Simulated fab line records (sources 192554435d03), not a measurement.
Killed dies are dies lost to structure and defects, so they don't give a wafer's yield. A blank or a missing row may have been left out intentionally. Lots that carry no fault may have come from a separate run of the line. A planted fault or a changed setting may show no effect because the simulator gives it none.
A lot that was struck, set against a sound lot -- flow n5Finfet -- 25 steps out of a route of 1938
Sound: these wafers, L183.1, L183.2, L183.6. The struck wafers were L187.2, L187.3, L187.5. Last of all comes the cause.
Each step with rows lists, per side, the tool, then ch with its chambers, then its first start. Under that, the readings that differ: sound wafers -- struck wafers -- difference of the means -- sigmas: that difference in standard deviations of wafers without a fault.
alike: readings whose means differ by less than 2 such deviations, and words and numbers that are the same on both sides. not compared: withheld readings, readings that some wafer has no value for, bounds like >300 that may hide the same value, and numbers for which the record gives no deviation and whose values overlap.
A row with sigmas, a row that says differs or no value, or rows on one side alone: a step with any of these is where the two part. When numbers do not overlap yet have no deviation, they are printed without sigmas and do not part them. A reading missing from all wafers of one side parts the sides only when that side holds two or more wafers.

first, 9 steps without rows for these wafers: N5_FIN_SAQP_COAT_50 (time 60 s, resist thk 35 nm); N5_FIN_SAQP_COAT_10 (resist thk 90 nm); N5_FIN_SAQP_EBR_12; N5_FIN_SAQP_SOFTBAKE_11 (time 60 s); N5_FIN_SAQP_EXPOSE_13 (exposes mask FIN CORE, target cd 35.6 nm); N5_FIN_SAQP_PEB_14 (peb time 60 s); N5_FIN_SAQP_DEVELOP_15 (develop time 30 s); N5_FIN_SAQP_DESCUM_21 (chemistry O2, time 7.9 s); N5_FIN_SAQP_ETCH_51 (etches SiARC in CF4, target depth 45.5 nm, time 75.8 s).
N5_FIN_SAQP_ETCH_52: etches SOC in N2/H2, target depth 100 nm, overetch 20 nm, time 150 s.
  sound on rieDiel-04 ch 0,1,2, day 2 03:58; struck on rieDiel-04 ch 0,1,2, day 3 04:43
  no value came back on the struck wafers for any of 7 readings (biasW (W), chamberPressureMTorr (mTorr) and others); on the sound wafers biasW (W) reads 150.1 150.2 150.1
reading,sound,struck,difference,sigmas
model.CAR-ArF_of_FIN_SAQP_COAT_10.thkNm (nm),0 0 0,50.12 50.26 50.24,+50.21,
model.SiARC_of_FIN_SAQP_COAT_50.thkNm (nm),29.11 28.82 29,34.91 34.93 35.02,+5.98,
  not compared: rfHoursCounterH
then, 1 step without rows for these wafers: N5_FIN_SAQP_STRIP_53 (strips in N2/H2).
N5_FIN_SAQP_HM_OPEN_73: chemistry CHF3/O2, target SiO2, stops on a-Si, target depth 12 nm, time 16.8 s.
  sound on rieDiel-04 ch 0,1,2, day 2 04:05; struck on rieDiel-04 ch 0,1,2, day 3 04:50
reading,sound,struck,difference,sigmas
oesProductAu (a.u.),0.43 0.57 0.43,0.26 0.34 0.27,-0.19,-4
model.SiARC_of_FIN_SAQP_COAT_50.thkNm (nm),5.141 4.306 5.152,10.93 10.43 11.34,+6.03,
  alike: CHF3_flow_sccm, drypumpMotorCurrentA, oes_ar_750_au, rfVppV, showerheadPlenumPTorr, throttleValvePct
  not compared: rfHoursCounterH
then, 1 step without rows for these wafers: N5_FIN_SAQP_STRIP_74 (strips in CHF3/O2).
N5_FIN_SAQP_MANDREL_ETCH_22: etches a-Si in HBr/Cl2, stops on SiNx, target depth 60 nm, bt time 10 s, time 30 s.
  sound on rieSi-04 ch 0,1,3, day 2 04:10; struck on rieSi-04 ch 0,1,3, day 3 04:55
reading,sound,struck,difference,sigmas
oesProductAu (a.u.),0.740 0.730 0.753,0.296 0.301 0.301,-0.442,-26
throttleValvePct (%),35.07 34.99 35.29,35.97 36.28 36.05,+0.98,+4
  alike: HBr_flow_sccm, biasW, drypumpMotorCurrentA
  not compared: rfHoursCounterH
then, 5 steps without rows for these wafers: N5_FIN_SAQP_STRIP_55 (strips in N2/H2); N5_FIN_SAQP_STRIP_23 (strips in SPM, time 750 s); N5_FIN_SAQP_SRD_66 (time 30 s); N5_FIN_SAQP_RECESS_75 (chemistry HF/NH3, target SiO2, target depth 14.4 nm, afs cycles 3, sublimation time 60 s); N5_FIN_SAQP_SPACER1_ALD_24 (deposits SiO2, target thk 20.3 nm, pulse time 1 s, purge time 2 s).
N5_FIN_SAQP_SPACER1_ETCHBACK_25: etches SiO2 in CHF3/O2, target depth 24.4 nm, time 12.2 s.
  sound on rieDiel-02 ch 0,1,3, day 2 05:49; struck on rieDiel-06 ch 1,2,3, day 3 07:17
reading,sound,struck,difference,sigmas
oesProductAu (a.u.),0.73 0.71 0.67,0.32 0.29 0.28,-0.41,-5
  alike: CHF3_flow_sccm, drypumpMotorCurrentA, oes_ar_750_au, rfVppV, showerheadPlenumPTorr, throttleValvePct
  not compared: rfHoursCounterH
N5_FIN_SAQP_MANDREL1_REMOVE_56: chemistry HBr/Cl2/O2, target a-Si, stops on SiNx, bt time 10 s.
  sound on rieSi-03 ch 0,3, day 2 05:54; struck on rieSi-03 ch 0,1,2, day 3 07:23
reading,sound,struck,difference,sigmas
oesProductAu (a.u.),1.000 0.985 1.009,0.379 0.370 0.382,-0.621,-33
  alike: drypumpMotorCurrentA, throttleValvePct
  not compared: rfHoursCounterH
N5_FIN_SAQP_CD_MEAS_27: target cd 20 nm.
  sound on cdSem-01 ch 0, day 2 06:00; struck on cdSem-02 ch 0, day 3 07:30
reading,sound,struck,difference,sigmas
cdNm (nm),20.45 19.77 20.43,- - -,no value on the struck wafers,
then, 1 step without rows for these wafers: N5_FIN_SAQP_ETCH_57 (etches SiNx in CH3F/O2, target depth 32.5 nm, time 46.4 s).
N5_BEOL_M4_RC_MEAS_101:
  the record has rows for the sound wafers here (prober-01 ch 0, day 8 05:14) and none for the struck ones
-- the record jumps here: 10 days lie between the struck wafers' starts before and after (it left off in module BEOL_M4 and takes up again in module PASSIVATION, whose first step shown is number 1936 of the route) --
N5_PASSIVATION_PROBE_49:
  record: rows for the struck wafers here (prober-01, day 13 14:51), none for the sound ones

## WHERE THEY PART
Last at N5_PASSIVATION_PROBE_49 as far as this record goes, first at N5_FIN_SAQP_ETCH_52.

WHY: what the simulator had put in
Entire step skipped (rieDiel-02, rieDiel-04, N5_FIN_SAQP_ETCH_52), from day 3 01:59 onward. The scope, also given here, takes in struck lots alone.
